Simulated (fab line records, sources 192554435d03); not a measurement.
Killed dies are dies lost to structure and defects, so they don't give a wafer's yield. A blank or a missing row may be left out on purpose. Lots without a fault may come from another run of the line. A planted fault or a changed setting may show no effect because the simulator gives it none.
Which tool did it? | flow n5_finfet | 24 lots, 72 wafers sampled, at 6 steps of a route of 1938

WHAT THE GAUGES READ, wafer by wafer
N5_BEOL_M11_CD_MEAS_11: target cd 64.1 nm.
lot  | measured     | on        | cd_nm (nm)
L076 | day 14 15:21 | cd_sem-01 | 65.2 64.4 64.0
L074 | day 14 21:46 | cd_sem-02 | 64.0 63.3 63.7
L075 | day 14 22:26 | cd_sem-02 | 63.5 63.0 63.8
L077 | day 15 06:14 | cd_sem-02 | 63.4 63.2 64.1
L078 | day 15 06:27 | cd_sem-02 | 64.5 64.0 64.2
L079 | day 15 07:22 | cd_sem-01 | 64.5 64.6 64.1
L081 | day 15 18:07 | cd_sem-02 | 64.5 64.9 64.5
L083 | day 16 02:52 | cd_sem-03 | 64.7 65.0 64.4
L080 | day 16 06:33 | cd_sem-03 | 63.9 64.7 65.1
L082 | day 16 07:20 | cd_sem-03 | 63.7 63.9 64.3
L085 | day 16 11:46 | cd_sem-01 | 63.9 64.0 63.7
L084 | day 16 22:02 | cd_sem-03 | 64.2 63.1 63.8
L086 | day 16 23:13 | cd_sem-01 | 64.5 64.4 63.9
L089 | day 17 15:38 | cd_sem-03 | 65.2 63.7 63.3
L091 | day 17 18:10 | cd_sem-02 | 63.8 62.7 63.4
L087 | day 18 04:04 | cd_sem-02 | 63.7 63.9 64.1
L088 | day 18 05:17 | cd_sem-03 | 64.5 64.9 64.9
L090 | day 18 08:20 | cd_sem-03 | 63.6 63.7 65.0
L092 | day 18 07:48 | cd_sem-01 | 64.4 64.7 63.1
L093 | day 19 00:32 | cd_sem-02 | 64.4 62.8 62.8
L094 | day 19 06:32 | cd_sem-02 | 63.7 65.4 63.7
L095 | day 19 16:08 | cd_sem-03 | 63.8 63.3 63.9
L096 | day 19 18:31 | cd_sem-03 | 64.8 63.5 63.8
L097 | day 20 02:38 | cd_sem-03 | 63.8 63.8 63.7

N5_BEOL_M11_THK_MEAS_53: measures by xrf.
lot  | measured     | on            | M11_THK (nm)
L076 | day 14 21:34 | film_metro-01 | 132 136 138
L074 | day 15 02:51 | film_metro-02 | 140 134 134
L075 | day 15 03:10 | film_metro-02 | 140 142 136
L077 | day 15 11:32 | film_metro-01 | 133 137 139
L078 | day 15 12:49 | film_metro-01 | 132 136 134
L079 | day 15 13:06 | film_metro-01 | 131 138 132
L081 | day 16 02:35 | film_metro-01 | 131 138 132
L083 | day 16 09:20 | film_metro-01 | 137 140 137
L080 | day 16 13:17 | film_metro-02 | 133 138 139
L082 | day 16 13:35 | film_metro-01 | 139 129 135
L085 | day 16 16:41 | film_metro-01 | 135 136 141
L084 | day 17 02:52 | film_metro-01 | 138 138 138
L086 | day 17 05:41 | film_metro-02 | 133 135 133
L089 | day 17 19:38 | film_metro-01 | 135 138 129
L091 | day 18 00:27 | film_metro-02 | 140 140 141
L087 | day 18 08:25 | film_metro-01 | 135 134 135
L088 | day 18 13:13 | film_metro-02 | 131 131 139
L090 | day 18 12:41 | film_metro-01 | 140 135 137
L092 | day 18 14:05 | film_metro-01 | 132 133 136
L093 | day 19 04:26 | film_metro-02 | 135 140 138
L094 | day 19 12:43 | film_metro-02 | 139 135 134
L095 | day 19 22:05 | film_metro-02 | 134 134 134
L096 | day 20 00:01 | film_metro-02 | 139 139 137
L097 | day 20 11:13 | film_metro-01 | 136 139 133

N5_BEOL_M12_THK_MEAS_01.
lot  | measured     | on            | M12_ILD_THK (nm)
L076 | day 14 21:53 | film_metro-01 | 654 672 671
L074 | day 15 03:10 | film_metro-01 | 650 662 673
L075 | day 15 03:29 | film_metro-01 | 643 664 652
L077 | day 15 11:51 | film_metro-01 | 666 663 682
L078 | day 15 13:08 | film_metro-02 | 650 662 662
L079 | day 15 13:25 | film_metro-02 | 662 668 686
L081 | day 16 02:55 | film_metro-01 | 668 646 664
L083 | day 16 09:40 | film_metro-01 | 654 658 658
L080 | day 16 13:35 | film_metro-02 | 668 666 670
L082 | day 16 13:55 | film_metro-02 | 652 659 679
L085 | day 16 17:02 | film_metro-01 | 638 636 658
L084 | day 17 03:11 | film_metro-01 | 660 649 654
L086 | day 17 06:00 | film_metro-01 | 648 670 663
L089 | day 17 20:00 | film_metro-02 | 670 647 665
L091 | day 18 00:49 | film_metro-01 | 671 661 674
L087 | day 18 08:46 | film_metro-01 | 655 660 670
L088 | day 18 13:32 | film_metro-02 | 642 658 658
L090 | day 18 13:00 | film_metro-01 | 654 650 670
L092 | day 18 14:24 | film_metro-02 | 649 660 661
L093 | day 19 04:45 | film_metro-02 | 666 651 661
L094 | day 19 13:02 | film_metro-02 | 655 656 661
L095 | day 19 22:25 | film_metro-02 | 651 649 655
L096 | day 20 00:21 | film_metro-02 | 673 653 659
L097 | day 20 11:32 | film_metro-02 | 662 660 673

WHICH TOOL RAN EACH LOT (tool, then ch and the chambers of the sampled wafers, then the start)
lot  | N5_BEOL_M11_ILD_DEP_00          | N5_BEOL_M11_DESCUM_16              | N5_BEOL_M11_STRIP_19
L076 | pecvd-03 ch 0,2, day 14 13:40   | rie_diel-02 ch 1,2,3, day 14 15:30 | rie_diel-02 ch 2,3, day 14 16:00
L074 | pecvd-01 ch 0,1, day 14 19:51   | rie_diel-03 ch 0,1,2, day 14 21:58 | rie_diel-03 ch 0,2,3, day 14 22:22
L075 | pecvd-03 ch 0,2, day 14 20:57   | rie_diel-06 ch 0,3, day 14 22:32   | rie_diel-06 ch 0,1,3, day 14 22:55
L077 | pecvd-03 ch 0,1,2, day 15 03:27 | rie_diel-03 ch 0,1,2, day 15 06:21 | rie_diel-03 ch 1,2,3, day 15 06:46
L078 | pecvd-01 ch 0,1, day 15 03:38   | rie_diel-02 ch 0,3, day 15 06:38   | rie_diel-06 ch 1,3, day 15 07:08
L079 | pecvd-01 ch 0,1,2, day 15 04:10 | rie_diel-03 ch 0,1,3, day 15 07:52 | rie_diel-03 ch 0,1,3, day 15 08:20
L081 | pecvd-01 ch 0,1,2, day 15 14:42 | rie_diel-02 ch 0,2,3, day 15 18:31 | rie_diel-02 ch 1,3, day 15 18:53
L083 | pecvd-03 ch 0,1,2, day 16 01:19 | rie_diel-06 ch 0,2, day 16 02:57   | rie_diel-02 ch 2,3, day 16 03:20
L080 | pecvd-04 ch 0,1, day 16 02:19   | rie_diel-02 ch 2,3, day 16 06:43   | rie_diel-06 ch 0,1,3, day 16 07:07
L082 | pecvd-01 ch 0,2, day 16 04:26   | rie_diel-06 ch 1,2, day 16 07:26   | rie_diel-03 ch 0,3, day 16 07:54
L085 | pecvd-03 ch 0,2, day 16 09:51   | rie_diel-06 ch 0,2,3, day 16 12:25 | rie_diel-03 ch 0,1, day 16 12:53
L084 | pecvd-01 ch 0,1, day 16 20:36   | rie_diel-02 ch 0,1, day 16 22:07   | rie_diel-03 ch 0,1,3, day 16 22:30
L086 | pecvd-04 ch 0,2, day 16 21:25   | rie_diel-03 ch 0,1, day 16 23:31   | rie_diel-03 ch 0,3, day 16 23:59
L089 | pecvd-03 ch 0,1, day 17 14:04   | rie_diel-03 ch 0,2, day 17 15:53   | rie_diel-02 ch 1,2, day 17 16:16
L091 | pecvd-03 ch 1,2, day 17 16:20   | rie_diel-06 ch 2,3, day 17 18:15   | rie_diel-02 ch 1,2,3, day 17 18:38
L087 | pecvd-04 ch 0,1, day 18 00:25   | rie_diel-02 ch 1,2,3, day 18 04:09 | rie_diel-06 ch 0,2,3, day 18 04:34
L088 | pecvd-03 ch 1,2, day 18 03:11   | rie_diel-03 ch 2,3, day 18 05:32   | rie_diel-06 ch 0,1,3, day 18 06:09
L090 | pecvd-01 ch 0,2, day 18 06:03   | rie_diel-02 ch 1,2, day 18 08:25   | rie_diel-02 ch 1,2, day 18 08:50
L092 | pecvd-03 ch 0,1,2, day 18 06:09 | rie_diel-03 ch 2,3, day 18 07:53   | rie_diel-03 ch 0,1,3, day 18 08:16
L093 | pecvd-03 ch 0,1, day 18 22:50   | rie_diel-03 ch 0,1,3, day 19 00:37 | rie_diel-03 ch 0,2,3, day 19 01:06
L094 | pecvd-03 ch 0,1,2, day 19 04:55 | rie_diel-03 ch 0,1,3, day 19 06:59 | rie_diel-02 ch 1,2,3, day 19 07:22
L095 | pecvd-01 ch 0,1,2, day 19 12:35 | rie_diel-03 ch 0,1,3, day 19 16:13 | rie_diel-06 ch 2,3, day 19 16:42
L096 | pecvd-03 ch 0,1, day 19 16:26   | rie_diel-06 ch 0,1,3, day 19 18:36 | rie_diel-06 ch 0,3, day 19 19:04
L097 | pecvd-01 ch 0,1,2, day 20 00:29 | rie_diel-03 ch 1,2,3, day 20 02:43 | rie_diel-02 ch 0,1,2, day 20 03:11
- N5_BEOL_M11_ILD_DEP_00: deposits SiCOH lowk from DEMS/porogen, target thk 308.51 nm, time 58 s.
- N5_BEOL_M11_DESCUM_16: chemistry O2, time 7.9 s.
- N5_BEOL_M11_STRIP_19: strips in O2.

WHAT THE TOOLS THEMSELVES READ (means of the sampled wafers that have a number; where no wafer has one, the mark that the record gives instead)
N5_BEOL_M11_ILD_DEP_00.
lot  | tool     | heater_power_outer_w (W) | heater_power_w (W) | rf_fwd_power_W (W) | showerhead_plenum_p_Torr (Torr) | throttle_valve_pct (%)
L076 | pecvd-03 | 109                      | 253                | 497.8              | 5.743                           | 13.9
L074 | pecvd-01 | 145                      | 318                | 495.7              | 5.746                           | 14.0
L075 | pecvd-03 | 120                      | 283                | 496.4              | 5.759                           | 13.5
L077 | pecvd-03 | 131                      | 273                | 495.1              | 5.739                           | 14.1
L078 | pecvd-01 | 143                      | 318                | 495.5              | 5.741                           | 14.3
L079 | pecvd-01 | 130                      | 292                | 495.2              | 5.756                           | 13.6
L081 | pecvd-01 | 121                      | 284                | 494.7              | 5.754                           | 13.6
L083 | pecvd-03 | 135                      | 289                | 497.1              | 5.740                           | 14.1
L080 | pecvd-04 | 174                      | 377                | 499.1              | 5.716                           | 14.4
L082 | pecvd-01 | 95                       | 236                | 496.1              | 5.741                           | 13.7
L085 | pecvd-03 | 111                      | 262                | 496.1              | 5.739                           | 14.0
L084 | pecvd-01 | 150                      | 328                | 495.6              | 5.756                           | 13.7
L086 | pecvd-04 | 191                      | 417                | 496.5              | 5.736                           | 13.3
L089 | pecvd-03 | 95                       | 217                | 497.9              | 5.733                           | 14.3
L091 | pecvd-03 | 156                      | 321                | 494.1              | 5.761                           | 13.9
L087 | pecvd-04 | 160                      | 370                | 497.5              | 5.718                           | 14.7
L088 | pecvd-03 | 147                      | 320                | 497.8              | 5.760                           | 13.9
L090 | pecvd-01 | 102                      | 241                | 497.5              | 5.745                           | 13.7
L092 | pecvd-03 | 123                      | 271                | 497.2              | 5.737                           | 14.0
L093 | pecvd-03 | 89                       | 214                | 497.8              | 5.733                           | 14.3
L094 | pecvd-03 | 117                      | 266                | 495.6              | 5.735                           | 14.0
L095 | pecvd-01 | 126                      | 291                | 496.3              | 5.756                           | 13.7
L096 | pecvd-03 | 102                      | 228                | 498.4              | 5.728                           | 14.3
L097 | pecvd-01 | 109                      | 268                | 494.4              | 5.738                           | 13.9

N5_BEOL_M11_DESCUM_16.
lot  | tool        | drypump_motor_current_A (A) | oes_product_au (a.u.) | rf_fwd_power_W (W) | rf_vpp_V (V) | showerhead_plenum_p_Torr (Torr) | throttle_valve_pct (%)
L076 | rie_diel-02 | 5.3                         | 0.73                  | 49.47              | 243.7        | 2.10                            | 20.6
L074 | rie_diel-03 | 5.7                         | 0.83                  | 49.25              | 243.0        | 2.04                            | 20.2
L075 | rie_diel-06 | 5.6                         | 0.89                  | 49.55              | 243.6        | 2.10                            | 20.2
L077 | rie_diel-03 | 5.7                         | 0.82                  | 49.23              | 242.2        | 2.04                            | 20.2
L078 | rie_diel-02 | 5.7                         | 0.78                  | 49.58              | 242.1        | 2.07                            | 20.3
L079 | rie_diel-03 | 5.8                         | 0.83                  | 49.40              | 244.1        | 2.08                            | 20.2
L081 | rie_diel-02 | 5.7                         | 0.75                  | 49.53              | 243.3        | 2.06                            | 20.4
L083 | rie_diel-06 | 5.8                         | 0.74                  | 49.64              | 243.2        | 2.10                            | 20.0
L080 | rie_diel-02 | 5.7                         | 0.70                  | 49.36              | 241.7        | 2.05                            | 20.6
L082 | rie_diel-06 | 5.7                         | 0.70                  | 49.20              | 244.6        | 2.09                            | 20.3
L085 | rie_diel-06 | 5.6                         | 0.80                  | 49.51              | 243.4        | 2.12                            | 20.2
L084 | rie_diel-02 | 5.2                         | 0.75                  | 49.53              | 243.4        | 2.07                            | 20.8
L086 | rie_diel-03 | 5.5                         | 0.86                  | 49.20              | 243.7        | 2.06                            | 20.3
L089 | rie_diel-03 | 5.5                         | 0.87                  | 49.39              | 243.1        | 2.09                            | 20.2
L091 | rie_diel-06 | 5.7                         | 0.74                  | 49.34              | 244.8        | 2.15                            | 20.2
L087 | rie_diel-02 | 5.3                         | 0.81                  | 49.37              | 244.3        | 2.18                            | 20.6
L088 | rie_diel-03 | 6.3                         | 0.77                  | 49.44              | 243.6        | 2.13                            | 20.2
L090 | rie_diel-02 | 5.5                         | 0.88                  | 49.55              | 244.4        | 2.19                            | 20.7
L092 | rie_diel-03 | 6.3                         | 0.77                  | 49.40              | 244.6        | 2.13                            | 20.3
L093 | rie_diel-03 | 5.9                         | 0.80                  | 49.44              | 241.8        | 2.07                            | 20.3
L094 | rie_diel-03 | 5.9                         | 0.79                  | 49.37              | 242.7        | 2.07                            | 20.3
L095 | rie_diel-03 | 5.9                         | 0.80                  | 49.46              | 242.7        | 2.07                            | 20.3
L096 | rie_diel-06 | 5.6                         | 0.79                  | 49.35              | 242.9        | 2.07                            | 20.6
L097 | rie_diel-03 | 6.1                         | 0.82                  | 49.30              | 244.6        | 2.14                            | 20.1

N5_BEOL_M11_STRIP_19.
lot  | tool        | drypump_motor_current_A (A) | oes_product_au (a.u.) | rf_vpp_V (V) | showerhead_plenum_p_Torr (Torr) | throttle_valve_pct (%)
L076 | rie_diel-02 | 5.7                         | 0.71                  | 3.8          | 2.06                            | 16.85
L074 | rie_diel-03 | 5.9                         | 0.74                  | 3.7          | 2.04                            | 16.59
L075 | rie_diel-06 | 5.6                         | 0.83                  | 3.5          | 2.09                            | 16.74
L077 | rie_diel-03 | 6.1                         | 0.77                  | 3.8          | 2.07                            | 16.50
L078 | rie_diel-06 | 5.5                         | 0.78                  | 3.2          | 2.07                            | 17.04
L079 | rie_diel-03 | 5.9                         | 0.83                  | 3.4          | 2.09                            | 16.52
L081 | rie_diel-02 | 5.2                         | 0.76                  | 3.8          | 2.18                            | 16.69
L083 | rie_diel-02 | 5.5                         | 0.74                  | 3.4          | 2.14                            | 16.66
L080 | rie_diel-06 | 5.6                         | 0.82                  | 4.0          | 2.09                            | 16.77
L082 | rie_diel-03 | 5.7                         | 0.80                  | 3.9          | 2.05                            | 16.64
L085 | rie_diel-03 | 5.7                         | 0.89                  | 4.0          | 2.10                            | 16.38
L084 | rie_diel-03 | 5.9                         | 0.82                  | 3.3          | 2.08                            | 16.54
L086 | rie_diel-03 | 5.6                         | 0.80                  | 3.6          | 2.05                            | 16.66
L089 | rie_diel-02 | 5.1                         | 0.82                  | 3.7          | 2.15                            | 16.99
L091 | rie_diel-02 | 5.3                         | 0.82                  | 3.4          | 2.19                            | 16.78
L087 | rie_diel-06 | 5.6                         | 0.80                  | 3.3          | 2.12                            | 16.48
L088 | rie_diel-06 | 5.6                         | 0.80                  | 3.7          | 2.08                            | 16.80
L090 | rie_diel-02 | 5.2                         | 0.80                  | 3.7          | 2.14                            | 16.99
L092 | rie_diel-03 | 5.9                         | 0.80                  | 3.4          | 2.08                            | 16.57
L093 | rie_diel-03 | 5.9                         | 0.81                  | 3.4          | 2.11                            | 16.47
L094 | rie_diel-02 | 5.4                         | 0.80                  | 3.5          | 2.18                            | 16.80
L095 | rie_diel-06 | 5.5                         | 0.78                  | 4.0          | 2.16                            | 16.60
L096 | rie_diel-06 | 5.6                         | 0.84                  | 3.6          | 2.09                            | 16.53
L097 | rie_diel-02 | 5.5                         | 0.79                  | 3.6          | 2.11                            | 16.87

THE ANSWER, worked out from the rows above alone
Rule: what is usual is taken from the lots themselves. Put in order of their means at a reading, lots are off if they are a third of the lots or fewer, leave a main group of 4 or more, and stand apart from it by a gap of 3 or more times the standard deviation of the main group's means; of several such gaps the widest counts. A main group whose means are all the same, to the digits that the tables above print for the reading, isn't used. A lot without any number at a reading at which 4 lots or more have one is off too. The other lots that the step has rows for count as sound. The gauges are gone through in route order, then the tools' own readings, and for those a lot's mean is taken as printed above. The first step at which some lot is off is used, and at that step the reading that is off furthest; a lot without a number counts as furthest.
No lot is off at any reading shown: from this, nothing can be told.

WHAT THE SIMULATOR HAD PUT IN
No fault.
